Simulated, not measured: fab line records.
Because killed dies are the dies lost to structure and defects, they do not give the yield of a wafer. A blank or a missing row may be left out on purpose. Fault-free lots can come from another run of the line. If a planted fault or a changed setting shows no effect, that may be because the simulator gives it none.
Comparing a struck lot with a sound one	flow n5 finfet	14 out of 1938 route steps
Sound: the wafers L891.1, L891.3, L891.5. The struck wafers were L889.1, L889.3, L889.5. The cause is named last.
At each step with rows: each side's tool, then ch and its chambers, then its first start. Under that, the readings that differ: sound wafers	struck wafers	difference of the means	sigmas: that difference in standard deviations of wafers without a fault.
alike: readings with means less than 2 such deviations apart, plus words and numbers identical on both sides. not compared: withheld readings, readings lacking a value on some wafer, bounds such as >300 that could conceal the same value, and numbers that have no deviation in the record and whose values overlap.
The two part at a step that has a row with sigmas, a row that says differs or no value, or rows on one side only. Non-overlapping numbers with no deviation appear without sigmas and do not part them. A reading that every wafer of one side lacks parts them only if that side has two wafers or more.

N5_BEOL_M9_INSPECT_58: inspects for defects (darkfield).
  sound on defect inspect-01 at day 13 22:34; struck on defect inspect-01 at day 13 05:27
  alike: raw defect count
N5_BEOL_M10_ILD_DEP_00: deposits SiCOH lowk from DEMS/porogen, target thk 308.51 nm, time 58 s.
  sound on pecvd-04 ch 0,1, day 13 22:36; struck on pecvd-03 ch 1,2, day 13 05:29
  alike: heater power w, rf fwd power W, showerhead plenum p Torr, throttle valve pct
N5_BEOL_M10_CURE_71: cures SiCOH lowk, time 240 s.
  sound on uv cure-01 ch 1, day 13 22:41; struck on uv cure-02 ch 1, day 13 05:34
  alike: lamp power pct, wafer_temp_C_max
N5_BEOL_M10_THK_MEAS_01:
  sound on film metro-01 at day 13 23:11; struck on film metro-02 at day 13 06:04
  alike: M10_ILD_THK
N5_BEOL_M10_PECVD_70: deposits SiO2 from TEOS/O2, target thk 20 nm, time 22.7 s.
  sound on pecvd-01 ch 0,1,2, day 13 23:14; struck on pecvd-03 ch 0,2, day 13 06:07
reading	sound	struck	difference	sigmas
rf fwd power W (W)	448.4 445.9 447.1	442.3 439.9 439.7	-6.5	-3
  alike: heater power w, showerhead plenum p Torr, throttle valve pct
N5_BEOL_M10_HM_DEP_02: deposits TiN, target thk 20 nm.
  sound on pvd sputter-03 at day 13 23:59; struck on pvd sputter-03 at day 13 06:37
reading	sound	struck	difference	sigmas
chamber pressure pa (Pa)	0.5026 0.5015 0.4999	0.4987 0.5010 0.4982	-0.0020	-2
  alike: throttle valve pct
then, 6 steps without rows for these wafers: N5_BEOL_M10_COAT_59 (time 60 s, resist thk 100 nm); N5_BEOL_M10_COAT_60 (time 60 s, resist thk 30 nm); N5_BEOL_M10_COAT_05 (resist thk 90 nm); N5_BEOL_M10_EBR_07; N5_BEOL_M10_SOFTBAKE_06 (time 60 s); N5_BEOL_M10_EXPOSE_08 (exposes mask M10).
N5_BEOL_M10_PEB_09: peb time 60 s.
  sound on litho track-02 ch 0, day 14 00:17; struck on litho track-01, day 13 07:02
  no value came back on the struck wafers for chill plate temp C (C), exhaust pa (Pa), resist line temp C (C); on the sound wafers chill plate temp C (C) reads 22.98 22.97 22.77
then, 1 step without rows for these wafers: N5_BEOL_M10_DEVELOP_10 (develop time 30 s).

WHERE THEY PART
Last at N5_BEOL_M10_PEB_09 as far as this record goes, first at N5_BEOL_M10_PECVD_70.

WHY: the cause the simulator had injected
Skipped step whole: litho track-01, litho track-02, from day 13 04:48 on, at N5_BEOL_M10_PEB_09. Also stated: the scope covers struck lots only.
